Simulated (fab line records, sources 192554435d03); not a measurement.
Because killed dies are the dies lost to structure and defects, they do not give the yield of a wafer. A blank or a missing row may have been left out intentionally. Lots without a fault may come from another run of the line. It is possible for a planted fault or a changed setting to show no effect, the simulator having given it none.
fab line records	flow n5-finfet
record: lots: 6	wafers: 18	last-day: 17
route steps=1938 shown PMOS_HMC_CHANNEL_EPI@66 PASSIVATION@1936
lots that met no fault: from a run of the same line without faults
start-h: start of the lot's first displayed wafer, in hours after the record's first day	wait-h: time in hours since the lot's previous step	" same as the row above	L1.1+2: one row covering several wafers at once	- no value, or no start given	* or withheld: withheld	< > ~ a bound
route shown NAME@n: a module of which the file shows steps, and the number in the route of the first	usual: the fault-free wafers' mean and standard deviation	same: alike in all rows	chamber/n: place in a boat	sites: readings site by site	_std_site: the standard deviation of these	_edge_site: the outer-site mean with the inner-site mean subtracted	radius-mm: how far each site lies from the wafer's centre	mask NAME#n: copy n	behind: tool/chamber where the wafer was last shaped	hold: why the lot went on hold/how many hours it stayed there/how the hold came to an end	device: transistor that didn't switch, given as n, p or np	end of line: tests run on the same wafers once the route is complete	step lacking rows: just its recipe	killed: the dies lost at the first sort to structure and to defects; this is not the yield of the wafer	map: per-die view of a wafer (x killed, . not killed, _ where there is no die)
set.NAME: the setting the step ran with; set.NAME@STEP: the setting that earlier step ran with	model.NAME: the simulator's own value behind a step, which no gauge read
lots at selected steps of the route; one table per step, one row per wafer
services: when a tool's chamber went out of use (start-h, in hours from the record's first day, below 0 if earlier), for how many hours, and the reason
== steps ==
step: N5_PMOS_HMC_CHANNEL_EPI_OVL_MEAS_10
recipe: points-per-wafer: 44
usual: PMOS_HMC_BLK_OVL: 0.2/0.79
lot.wafer	tool	chamber	start-h	wait-h	PMOS_HMC_BLK_OVL[nm]
L111.3	overlay-01	0	29.12	0.0	-0.3
L111.5	"	0	"	"	-0.9
L111.6	"	0	"	"	0.7
L116.1	overlay-01	0	59.83	0.0	-0.3
L116.2	"	0	"	"	0.7
L116.6	"	0	"	"	1.4
L118.1	overlay-02	0	71.81	0.0	-1.1
L118.3	"	0	"	"	1.0
L118.5	"	0	"	"	0.4
L126.2	overlay-01	0	119.12	0.0	0.4
L126.3	"	0	"	"	0.8
L126.6	"	0	"	"	0.0
L127.1	overlay-02	0	125.38	0.0	0.1
L127.3	"	0	"	"	0.2
L127.5	"	0	"	"	1.1
L132.4	overlay-02	0	155.47	0.0	1.5
L132.5	"	0	"	"	2.0
L132.6	"	0	"	"	2.1
step: N5_PMOS_HMC_CHANNEL_EPI_INSPECT_11
recipe: mode: adi	inspect-instrument: macro
usual: raw-defect-count: 2.0/1.4
lot.wafer	tool	chamber	start-h	wait-h	raw-defect-count
L111.3	defect-inspect-02	-	29.14	0.0	2
L111.5	"	-	"	"	2
L111.6	"	-	"	"	3
L116.1	defect-inspect-01	-	59.85	0.0	1
L116.2	"	-	"	"	0
L116.6	"	-	"	"	3
L118.1	defect-inspect-01	-	71.83	0.0	3
L118.3	"	-	"	"	3
L118.5	"	-	"	"	1
L126.2	defect-inspect-02	-	119.14	0.0	1
L126.3	"	-	"	"	1
L126.6	"	-	"	"	2
L127.1	defect-inspect-01	-	125.40	0.0	1
L127.3	"	-	"	"	1
L127.5	"	-	"	"	1
L132.4	defect-inspect-02	-	155.49	0.0	1
L132.5	"	-	"	"	3
L132.6	"	-	"	"	3
step: N5_PMOS_HMC_CHANNEL_EPI_DESCUM_14
recipe: chemistry: O2	time-s: 7.9	source-power-w: 50	bias-power-w: 20	pressure-mtorr: 20	rf-frequency-hz: 2.712e+07	temp-c: 40	resist: CAR-ArF-block	o2-flow-sccm: 225
step: N5_PMOS_HMC_CHANNEL_EPI_ETCH_32
recipe: chemistry: N2/H2	target: BARC	stop-on: SiO2	target-depth-a: 858	over-etch-frac: 0.3	time-s: 50.3	ion-energy-ev: 200	mask-material: CAR-ArF-block	pressure-mtorr: 30	source-w: 840	bias-w: 150	n2-flow-sccm: 200	h2-flow-sccm: 200
step: N5_PMOS_HMC_CHANNEL_EPI_HM_OPEN_15
recipe: chemistry: CHF3/O2	target: SiO2	mask-material: CAR-ArF-block	target-depth-a: 406	CHF3_flow_sccm: 50	O2_flow_sccm: 5	Ar_flow_sccm: 200	time-s: 20.3	pressure-mtorr: 30	source-w: 650	bias-w: 170	ion-energy-ev: 200
usual: drypump-motor-current-A: 5.52/0.26	oes-product-au: 0.79/0.082	rf-vpp-V: 525/12	showerhead-plenum-p-Torr: 2.43/0.078	throttle-valve-pct: 18.84/0.26
lot.wafer	tool	chamber	start-h	wait-h	drypump-motor-current-A	oes-product-au	rf-hours-counter-h	rf-vpp-V	showerhead-plenum-p-Torr	throttle-valve-pct
L111.3	rie-diel-02	3	29.25	0.0	5.33	0.81	111	519	2.32	18.84
L111.5	"	3	"	"	5.34	0.80	-	517	2.32	18.82
L111.6	"	2	"	"	5.83	0.91	-	542	2.45	18.31
L116.1	rie-diel-01	2	59.97	0.0	5.75	0.71	198	536	2.51	19.41
L116.2	"	3	"	"	5.18	0.90	19	520	2.47	19.10
L116.6	"	3	"	"	5.17	0.91	-	521	2.47	19.11
L118.1	rie-diel-02	1	72.11	0.0	5.64	0.89	30	530	2.35	18.77
L118.3	"	2	"	"	5.83	0.87	44	543	2.44	18.36
L118.5	"	2	"	"	5.84	0.88	-	542	2.44	18.34
L126.2	rie-diel-06	0	119.38	0.0	5.78	0.72	207	515	2.41	19.16
L126.3	"	2	"	"	5.41	0.74	165	504	2.49	18.65
L126.6	"	1	"	"	5.29	0.70	-	529	2.38	18.92
L127.1	rie-diel-01	0	125.51	0.0	5.42	0.78	137	504	2.32	18.93
L127.3	"	3	"	"	5.15	0.87	38	519	2.46	19.14
L127.5	"	1	"	"	5.49	0.70	-	523	2.47	18.78
L132.4	rie-diel-01	2	155.60	0.0	5.77	0.68	225	535	2.49	19.45
L132.5	"	0	"	"	5.43	0.77	-	504	2.32	18.97
L132.6	"	1	"	"	5.46	0.70	-	525	2.47	18.82
step: N5_PMOS_HMC_CHANNEL_EPI_STRIP_33
recipe: chemistry: N2/H2	power-w: 500	temp-c: 40	pressure-mtorr: 50	rf-frequency-hz: 6e+07	overash-fraction: 0.3	bias-power-w: 8	h2-frac: 0.5	n2-flow-sccm: 300	h2-flow-sccm: 300
usual: drypump-motor-current-A: 5.54/0.26	oes-product-au: 0.79/0.083	rf-vpp-V: 54.2/1.7	showerhead-plenum-p-Torr: 3.38/0.099	throttle-valve-pct: 18.7/0.38
lot.wafer	tool	chamber	start-h	wait-h	drypump-motor-current-A	oes-product-au	rf-hours-counter-h	rf-vpp-V	showerhead-plenum-p-Torr	throttle-valve-pct
L111.3	rie-diel-02	3	29.31	0.0	5.34	0.80	111	54.3	3.24	18.7
L111.5	"	3	"	"	5.35	0.79	-	51.6	3.24	18.7
L111.6	"	2	"	"	5.83	0.91	-	56.5	3.43	18.0
L116.1	rie-diel-01	2	60.02	0.0	5.76	0.70	198	53.8	3.46	19.1
L116.2	"	3	"	"	5.18	0.91	19	54.5	3.42	18.5
L116.6	"	3	"	"	5.19	0.92	-	52.7	3.42	18.5
L118.1	rie-diel-02	1	72.16	0.0	5.65	0.88	30	55.9	3.29	18.6
L118.3	"	2	"	"	5.83	0.89	44	53.2	3.42	18.0
L118.5	"	2	"	"	5.83	0.88	-	53.2	3.42	18.0
L126.2	rie-diel-06	0	119.43	0.0	5.77	0.71	207	55.4	3.34	19.0
L126.3	"	2	"	"	5.45	0.74	165	55.4	3.50	19.3
L126.6	"	1	"	"	5.31	0.70	-	51.4	3.33	19.0
L127.1	rie-diel-01	0	125.57	0.0	5.42	0.78	137	50.0	3.23	18.8
L127.3	"	3	"	"	5.17	0.88	38	52.2	3.41	18.6
L127.5	"	1	"	"	5.47	0.71	-	55.7	3.45	18.8
L132.4	rie-diel-01	2	155.66	0.0	5.79	0.69	225	54.5	3.44	19.2
L132.5	"	0	"	"	5.41	0.77	-	53.1	3.22	18.8
L132.6	"	1	"	"	5.50	0.69	-	56.8	3.44	18.8
step: N5_PMOS_HMC_CHANNEL_EPI_STRIP_17
recipe: chemistry: SPM	time-s: 750	temp-c: 130	h2so4-h2o2-vol-ratio: 4	dry: ipa-marangoni
step: N5_PMOS_HMC_CHANNEL_EPI_ETCH_38
recipe: chemistry: CF4	target: SiO2	target-depth-a: 15	ion-energy-ev: 350	pressure-mtorr: 10	icp-w: 800	bias-w: 400	cf4-flow-sccm: 80
usual: drypump-motor-current-A: 5.6/0.45	oes-product-au: 0.997/0.019	throttle-valve-pct: 21.80/0.22
lot.wafer	tool	chamber	start-h	wait-h	drypump-motor-current-A	oes-product-au	rf-hours-counter-h	throttle-valve-pct
L111.3	rie-si-04	1	29.61	0.0	5.5	0.968	174	21.91
L111.5	"	2	"	"	5.4	0.989	-	22.00
L111.6	"	1	"	"	5.5	0.965	-	21.93
L116.1	rie-si-04	1	60.32	0.0	5.5	0.965	175	21.92
L116.2	"	0	"	"	5.2	1.002	140	21.88
L116.6	"	2	"	"	5.4	1.003	-	22.01
L118.1	rie-si-04	0	72.67	0.0	5.2	1.009	140	21.87
L118.3	"	3	"	"	5.9	0.977	2	21.30
L118.5	"	2	"	"	5.4	0.993	-	22.00
L126.2	rie-si-02	1	119.74	0.0	6.4	1.023	180	21.76
L126.3	"	0	"	"	5.0	1.028	73	21.73
L126.6	"	2	"	"	5.4	1.004	-	22.00
L127.1	rie-si-03	1	125.87	0.0	6.1	1.012	153	22.01
L127.3	"	2	"	"	5.7	0.987	128	21.95
L127.5	"	0	"	"	5.5	1.004	-	21.61
L132.4	rie-si-03	0	155.96	0.0	5.5	0.998	48	21.58
L132.5	"	0	"	"	5.5	1.003	-	21.61
L132.6	"	1	"	"	6.1	1.014	-	22.02
step: N5_PMOS_HMC_CHANNEL_EPI_FIN_RECESS_16
recipe: chemistry: HBr/Cl2	target: Si	mask-material: SiO2	target-depth-a: 540	time-s: 18	pressure-mtorr: 10	icp-w: 800	bias-w: 75	HBr_flow_sccm: 150	Cl2_flow_sccm: 80
usual: drypump-motor-current-A: 5.6/0.45	oes-product-au: 0.998/0.014	throttle-valve-pct: 35.41/0.17
lot.wafer	tool	chamber	start-h	wait-h	drypump-motor-current-A	oes-product-au	rf-hours-counter-h	throttle-valve-pct
L111.3	rie-si-04	1	29.63	0.0	5.5	0.981	174	35.37
L111.5	"	2	"	"	5.5	0.990	-	35.37
L111.6	"	1	"	"	5.5	0.980	-	35.37
L116.1	rie-si-04	1	60.34	0.0	5.5	0.963	175	35.39
L116.2	"	0	"	"	5.2	1.001	140	35.34
L116.6	"	2	"	"	5.4	0.979	-	35.38
L118.1	rie-si-04	0	72.69	0.0	5.2	1.004	140	35.33
L118.3	"	3	"	"	5.9	1.009	2	35.03
L118.5	"	2	"	"	5.4	0.984	-	35.39
L126.2	rie-si-02	1	119.76	0.0	6.4	1.018	180	35.63
L126.3	"	0	"	"	5.0	1.016	73	35.39
L126.6	"	2	"	"	5.4	1.000	-	35.38
L127.1	rie-si-03	1	125.89	0.0	6.1	1.011	153	35.65
L127.3	"	2	"	"	5.7	0.999	128	35.51
L127.5	"	0	"	"	5.5	1.005	-	35.59
L132.4	rie-si-03	0	155.98	0.0	5.6	0.994	48	35.60
L132.5	"	0	"	"	5.6	0.996	-	35.61
L132.6	"	1	"	"	6.1	1.013	-	35.65
step: N5_PMOS_HMC_CHANNEL_EPI_PRECLEAN_36
recipe: chemistry: O3/DIW	time-s: 45	temp-c: 22	o3-ppm: 10
step: N5_PMOS_HMC_CHANNEL_EPI_PRECLEAN_18
recipe: chemistry: DHF	time-s: 30	temp-c: 25	dilution: withheld
step: N5_PMOS_HMC_CHANNEL_EPI_SRD_19
recipe: dry: ipa-marangoni	do-ppb: 5	time-s: 30	temp-c: 23	rinse-liquid: diw
step: N5_PMOS_HMC_CHANNEL_EPI_EPI_20
recipe: material: SiGe30	mask-material: SiO2	pressure-torr: 20	target-thk-a: 590	temp-c: 600
usual: lamp-inner-pct: 11.4/1.3
lot.wafer	tool	chamber	start-h	wait-h	lamp-inner-pct
L111.3	epi-rpcvd-04	0	30.33	0.6	12.7
L111.5	"	0	"	"	12.8
L111.6	"	0	"	"	12.8
L116.1	epi-rpcvd-03	0	60.52	0.0	9.9
L116.2	"	0	"	"	9.8
L116.6	"	0	"	"	9.8
L118.1	epi-rpcvd-01	0	72.91	0.0	11.3
L118.3	"	0	"	"	11.1
L118.5	"	0	"	"	11.5
L126.2	epi-rpcvd-04	0	120.13	0.2	12.8
L126.3	"	0	"	"	12.7
L126.6	"	0	"	"	12.8
L127.1	epi-rpcvd-04	0	126.06	0.0	12.8
L127.3	"	0	"	"	12.9
L127.5	"	0	"	"	12.6
L132.4	epi-rpcvd-03	0	158.05	1.9	9.9
L132.5	"	0	"	"	9.9
L132.6	"	0	"	"	9.9
step: N5_PMOS_HMC_CHANNEL_EPI_HM_STRIP_35
recipe: chemistry: dHF	temp-c: 25	material: SiO2	target: SiO2	target-depth-a: 396	time-s: 216
step: N5_PMOS_HMC_CHANNEL_EPI_SRD_39
recipe: dry: ipa-marangoni	time-s: 30	temp-c: 23	rinse-liquid: diw
step: N5_PMOS_HMC_CHANNEL_EPI_CMP_21
recipe: material: SiGe30	post-cmp-clean: alkaline-brush	target-thk-nm: 54
usual: motor-current-A: 12.5/1.3
lot.wafer	tool	chamber	start-h	wait-h	motor-current-A
L111.3	cmp-01	0	31.57	0.1	11.6
L111.5	"	3	"	"	12.0
L111.6	"	0	"	"	11.1
L116.2	cmp-02	2	61.85	0.0	13.8
L116.1	"	3	"	"	11.6
L116.6	"	2	"	"	14.6
L118.3	cmp-04	2	74.64	0.0	13.6
L118.1	"	1	"	"	12.9
L118.5	"	3	"	"	13.4
L126.3	cmp-02	2	121.27	0.0	15.1
L126.2	"	0	"	"	13.6
L126.6	"	3	"	"	12.5
L127.3	cmp-04	1	127.47	0.1	13.7
L127.1	"	2	"	"	12.5
L127.5	"	0	"	"	10.4
L132.4	cmp-02	3	160.20	0.1	11.8
L132.5	"	0	"	"	14.8
L132.6	"	1	"	"	12.9
step: N5_PMOS_HMC_CHANNEL_EPI_THK_MEAS_22
recipe: reads: SiGe30_of_PMOS_HMC_CHANNEL_EPI_EPI_20
usual: HMC_CMP_THK: 53.8/0.95
lot.wafer	tool	chamber	start-h	wait-h	HMC_CMP_THK[nm]
L111.3	film-metro-01	-	31.83	-	53.4
L111.5	"	-	"	"	53.2
L111.6	"	-	"	"	53.4
L116.1	film-metro-01	-	62.14	-	51.8
L116.2	"	-	"	"	53.8
L116.6	"	-	"	"	52.7
L118.1	film-metro-02	-	74.94	-	54.7
L118.3	"	-	"	"	53.0
L118.5	"	-	"	"	53.6
L126.2	film-metro-02	-	121.56	-	42.6
L126.3	"	-	"	"	43.0
L126.6	"	-	"	"	42.2
L127.1	film-metro-02	-	127.69	-	43.2
L127.3	"	-	"	"	43.7
L127.5	"	-	"	"	44.7
L132.4	film-metro-01	-	160.38	-	55.6
L132.5	"	-	"	"	55.6
L132.6	"	-	"	"	54.1
step: N5_PMOS_HMC_CHANNEL_EPI_PRECLEAN_40
recipe: chemistry: DHF	time-s: 30	temp-c: 25	dilution: withheld
step: N5_PASSIVATION_PROBE_49
usual: killed_at_M0_to_M3: 34/11	killed_at_M4_up: 14/5.7	killed-at-contacts: 14/6.9	killed-at-front-end: 40/11	killed-at-other: 4/3.1	killed-dies: 105/17	killed-open: 70/13	killed-short: 34/7.6
same: gross-dies: 1180	killed-at-back-side: 0
lot.wafer	tool	chamber	start-h	wait-h	killed_at_M0_to_M3	killed_at_M4_up	killed-at-contacts	killed-at-front-end	killed-at-other	killed-dies	killed-open	killed-short
L118.1	prober-02	-	331.57	0.0	38	11	23	28	4	104	79	25
L118.3	prober-02	-	331.67	0.1	46	12	21	35	5	119	78	41
L118.5	prober-02	-	331.77	0.2	37	19	16	24	2	98	73	24
L126.2	prober-01	-	381.61	0.1	16	7	35	35	1	94	76	17
L126.3	prober-01	-	381.66	0.1	23	10	22	52	0	107	67	40
L126.6	prober-01	-	381.81	0.3	38	7	22	38	8	113	69	41
killed by level:class
L118.1 MOL_CONTACT_COAG:geometric-particle:open=20 BEOL_M2:geometric-particle:open=12 BEOL_M0_SAQP:geometric-particle:short=9 FIN_SAQP:geometric-particle:open=6 BEOL_M1:geometric-particle:open=6 STI_FIN_REVEAL:geometric-particle:open=5 BEOL_M0_SAQP:geometric-particle:open=5 STARTING-WAFER:geometric-particle:short=3
L118.3 MOL_CONTACT_COAG:geometric-particle:open=18 BEOL_M1:geometric-particle:open=16 FIN_SAQP:geometric-particle:short=7 BEOL_M0_SAQP:geometric-particle:short=7 BEOL_M2:geometric-particle:open=7 FIN_SAQP:geometric-particle:open=6 STI_FIN_REVEAL:geometric-particle:open=6 BEOL_M4:geometric-particle:open=5
L118.5 MOL_CONTACT_COAG:geometric-particle:open=14 BEOL_M4:geometric-particle:open=10 BEOL_M1:geometric-particle:open=9 BEOL_M2:geometric-particle:open=8 BEOL_M0_SAQP:geometric-particle:short=6 BEOL_M3:geometric-particle:open=5 STARTING-WAFER:geometric-particle:open=4 FIN_SAQP:geometric-particle:open=3
L126.2 MOL_CONTACT_COAG:geometric-particle:open=34 STI_FIN_REVEAL:geometric-particle:open=15 FIN_SAQP:geometric-particle:short=4 BEOL_M0_SAQP:geometric-particle:short=4 GATE_CUT:geometric-particle:open=3 BEOL_M0:geometric-particle:open=3 BEOL_M2:geometric-particle:open=3 BEOL_M3:geometric-particle:open=3
L126.3 MOL_CONTACT_COAG:geometric-particle:open=17 FIN_SAQP:geometric-particle:short=15 FIN_SAQP:geometric-particle:open=9 STI_FIN_REVEAL:geometric-particle:open=9 BEOL_M3:geometric-particle:open=8 MOL_CONTACT_COAG:geometric-particle:short=5 BEOL_M5:geometric-particle:open=4 GATE_CUT:geometric-particle:short=4
L126.6 MOL_CONTACT_COAG:geometric-particle:open=18 FIN_SAQP:geometric-particle:short=11 BEOL_M0_SAQP:geometric-particle:short=11 BEOL_M0_SAQP:geometric-particle:open=9 STI_FIN_REVEAL:geometric-particle:open=6 FIN_SAQP:geometric-particle:open=5 DUMMY_GATE:geometric-particle:open=5 BEOL_M3:geometric-particle:open=5
== services ==
tool	chamber	start-h	hours	kind
rie-si-02	0	8.62	30.8	repair
rie-si-04	1	10.15	5.6	repair
epi-rpcvd-03	-	15.48	1.3	repair
cmp-02	-	16.22	2.9	repair
rie-si-04	3	24.74	1.1	repair
cmp-02	-	26.04	0.6	repair
epi-rpcvd-04	-	27.23	0.5	pm
rie-si-03	-	27.32	4.4	repair
cmp-02	-	36.97	4.7	repair
rie-si-04	2	54.09	3.4	repair
rie-si-02	2	59.43	29.7	repair
cmp-04	-	75.66	3.8	pm
rie-si-02	-	79.32	2.8	pm
cmp-01	-	97.63	0.5	repair
epi-rpcvd-03	-	99.75	1.2	repair
cmp-02	-	104.15	4.2	pm
cmp-01	-	104.41	4.0	pm
cmp-01	-	108.41	-	consumable-replace:conditioner
cmp-01	-	108.41	-	consumable-replace:pad
rie-diel-06	2	125.43	12.1	repair
rie-si-03	3	142.38	10.6	repair
rie-diel-02	3	142.67	1.8	repair
cmp-04	-	156.81	4.5	pm
== key ==
first-sign: step: N5_PMOS_HMC_CHANNEL_EPI_THK_MEAS_22	reading: HMC_CMP_THK	direction: down	sigmas: 11	usual: 53.8	struck: 43.2
effect none on later readings
met-at N5_PMOS_HMC_CHANNEL_EPI_EPI_20
struck-wafers L126.2,L126.3,L126.6,L127.1,L127.3,L127.5
tester-left-out L126,L127
onset-between 30.33 120.13
fault: kind: site-profile-drift	tool: epi-rpcvd-04	chamber: -	onset-h: 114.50	steps: N5_PMOS_HMC_CHANNEL_EPI_EPI_20	basis: fraction	max-abs-drift: 0.42535	slope-share-per-hr: 94.522	site-pattern: 0,0,0,0,0,-1,-1,-1,-1
tester-left-out: of these lots the tester's yield and bins aren't shown, on N5 and GAA mostly nor the transistor test; their killed dies are dies lost to structure and defects alone, not to doping, threshold or leakage, so they don't give the yield
